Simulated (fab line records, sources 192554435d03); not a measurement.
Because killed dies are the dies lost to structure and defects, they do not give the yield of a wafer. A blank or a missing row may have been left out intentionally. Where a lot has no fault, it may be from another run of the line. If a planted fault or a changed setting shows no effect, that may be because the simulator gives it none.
Comparing a struck lot with a sound one	flow n5 finfet	44 out of 1938 route steps
Sound: these wafers, L725.1, L725.3, L725.5. Struck: wafer L740.4 (L740.1, L740.2, from the same lot, were not struck and are left out); the cause is given at the end.
Per side, at each step with rows, come the tool, then ch with its chambers, and then its first start. Under that, the readings that differ: sound wafers	struck wafers	difference of the means	sigmas: that difference in standard deviations of wafers without a fault.
alike: a reading whose means differ by less than 2 such deviations, as well as words and numbers matching on both sides. not compared: withheld readings; readings where some wafer has no value; bounds like >300 that might hide an equal value; numbers whose values overlap and for which the record gives no deviation.
The two part at a step that has a row with sigmas, a row that says differs or no value, or rows on one side only. Non-overlapping numbers with no deviation appear without sigmas and do not part them. A reading that every wafer of one side lacks parts them only if that side has two wafers or more.

first, 4 steps without rows for these wafers: N5_BEOL_M1_STRIP_36 (strips in N2/H2); N5_BEOL_M1_TRENCH_ETCH_37 (etches SiOC in C4F6/O2, target depth 55.207 nm, time 29 s); N5_BEOL_M1_ETCH_41 (etches SiCN in CH3F/O2, target depth 31.9 nm, time 57.8 s); N5_BEOL_M1_STRIP_97 (strips in N2/H2, time 10 s).
N5_BEOL_M1_OCD_MEAS_38:
  sound on ocd-01 at day 8 02:34; struck on ocd-02 at day 11 17:31
  alike: trench depth nm
then, 4 steps without rows for these wafers: N5_BEOL_M1_HM_STRIP_39 (strips TiN in peroxide tin strip, target depth 25 nm, time 158 s); N5_BEOL_M1_SRD_40 (time 30 s); N5_BEOL_M1_PRECLEAN_42 (cleans in residue remover, time 60 s); N5_BEOL_M1_SRD_43 (time 30 s).
N5_BEOL_M1_CD_MEAS_35: target cd 18 nm, target cd y 21 nm.
  sound on cd sem-01 at day 8 02:43; struck on cd sem-02 at day 11 17:41
  alike: cd nm
N5_BEOL_M1_DEGAS_44: time 60 s.
  sound on pvd sputter-02 at day 8 03:01; struck on pvd sputter-01 at day 11 17:52
  alike: heater power w
then, 1 step without rows for these wafers: N5_BEOL_M1_PRE_CLEAN_45 (time 30 s).
N5_BEOL_M1_ALD_84: deposits TaN, pulse time 2 s, purge time 3 s, co reactant purge time 2 s.
  sound on ald metal-02 ch 1,2,3, day 8 03:07; struck on ald metal-04 ch 3, day 11 17:58
reading	sound	struck	difference	sigmas
ald cycles	30 30 30	58	+28	
  alike: heater power w
  not compared: since wet clean h, model.TaN_of_BEOL_M1_ALD_84.thk nm
N5_BEOL_M1_SURFACE_TREAT_85:
  sound on pvd sputter-03 at day 8 03:26; struck on pvd sputter-02 at day 11 18:28
  not compared: throttle valve pct
then, 1 step without rows for these wafers: N5_BEOL_M1_CVD_47 (deposits Co from CCTBA/H2, target thk 3 nm, time 223.8 s).
N5_BEOL_M1_SPUTTER_48: material Cu, target thk 4.5 nm, time 8.29 s.
  sound on pvd sputter-03 at day 8 03:43; struck on pvd sputter-03 at day 11 20:04
  alike: throttle valve pct
then, 10 steps without rows for these wafers: N5_BEOL_M1_ANNEAL_49 (time 240 s); N5_BEOL_M1_SPUTTER_79 (material Cu, target thk 4.5 nm, time 8.29 s); N5_BEOL_M1_ANNEAL_80 (time 240 s); N5_BEOL_M1_SPUTTER_81 (material Cu, target thk 4.5 nm, time 8.29 s); N5_BEOL_M1_ANNEAL_82 (time 240 s); N5_BEOL_M1_SPUTTER_86 (material Cu, target thk 4.5 nm, time 8.29 s); N5_BEOL_M1_ANNEAL_87 (time 240 s); N5_BEOL_M1_SPUTTER_88 (material Cu, target thk 4.5 nm, time 8.29 s); N5_BEOL_M1_ANNEAL_89 (time 240 s); N5_BEOL_M1_SPUTTER_90 (material Cu, target thk 4.5 nm, time 8.29 s).
N5_BEOL_M1_ANNEAL_91: time 240 s.
  sound on pvd sputter-03 at day 8 04:54; struck on pvd sputter-03 at day 11 21:14
  alike: heater power w, susceptor_temp_C_max
N5_BEOL_M1_SPUTTER_92: material Cu, target thk 4.5 nm, time 8.29 s.
  sound on pvd sputter-03 at day 8 05:02; struck on pvd sputter-03 at day 11 21:23
  alike: throttle valve pct
then, 7 steps without rows for these wafers: N5_BEOL_M1_ANNEAL_93 (time 240 s); N5_BEOL_M1_SPUTTER_94 (material Cu, target thk 4.5 nm, time 8.29 s); N5_BEOL_M1_ANNEAL_95 (time 240 s); N5_BEOL_M1_SPUTTER_96 (material Cu, target thk 4.5 nm, time 8.29 s); N5_BEOL_M1_ECD_50 (material Cu, target thk 300 nm); N5_BEOL_M1_ANNEAL_51 (time 90 s); N5_BEOL_M1_CMP_52 (polishes, stops on SiOC, t overpolish 6.8 s, target thk 40 nm).
N5_BEOL_M1_THK_MEAS_53: measures by xrf.
  sound on film metro-01 at day 8 06:17; struck on film metro-01 at day 11 22:43
  alike: M1_THK
then, 4 steps without rows for these wafers: N5_BEOL_M1_PRE_CLEAN_60 (time 15 s); N5_BEOL_M1_CO_CAP_55 (material Co, precursor CCTBA/H2, target thk 2 nm, time 102.1 s); N5_BEOL_M1_PRE_CLEAN_56 (time 15 s); N5_BEOL_M1_DEP_57 (deposits SiCN from 3MS/NH3, target thk 8 nm, time 14 s).
N5_BEOL_M1_RS_MEAS_58: the measuring method here is four-point-probe.
  sound on film metro-01 at day 8 06:41; struck on film metro-01 at day 11 22:58
  alike: M1_RS
N5_BEOL_M1_INSPECT_59: inspects for defects (darkfield).
  sound on defect inspect-01 at day 8 06:42; struck on defect inspect-01 at day 11 23:00
  alike: raw defect count
N5_BEOL_M4_RC_MEAS_101:
  sound on prober-02 ch 0, day 9 15:39; struck on prober-02 ch 0, day 13 14:50
reading	sound	struck	difference	sigmas
DIBL_N (mV/V)	40.3 40.2 40.7	34.2	-6.2	-3
IOFF_N (nA/um)	0.24 0.23 0.23	0.14	-0.09	-2
SERP_M1 (ohm/um)	217 189 189	285	+87	+4
SERP_M1_max_site (ohm/um)	239 195 202	310	+98	+4
  alike: DIBL_P, IOFF_P, ION_N, ION_P, SS_N, SS_P, VT_N, VT_P
-- the record jumps here: 4 days lie between the struck wafers' starts before and after (it left off in module BEOL_M4 and takes up again in module PASSIVATION, whose first step shown is number 1936 of the route) --
N5_PASSIVATION_PROBE_49:
  sound on prober-01 at day 14 01:08; struck on prober-01 at day 17 17:39
reading	sound	struck	difference	sigmas
killed at front end	45 55 34	20	-25	-2
sort_bin_4_leakage (%)	0.08 0 0	0	+0	-2
  alike: defect limited yield, killed_at_M0_to_M3, killed_at_M4_up, killed at contacts, killed at other, killed dies, killed open, killed short, sort_bin_5_function, sort_bin_6_memory, sort_bin_8_speed, sort n pass

WHERE THEY PART
At N5_BEOL_M4_RC_MEAS_101 first; at N5_PASSIVATION_PROBE_49 last (within this record only).

WHY: whatever the simulator had introduced
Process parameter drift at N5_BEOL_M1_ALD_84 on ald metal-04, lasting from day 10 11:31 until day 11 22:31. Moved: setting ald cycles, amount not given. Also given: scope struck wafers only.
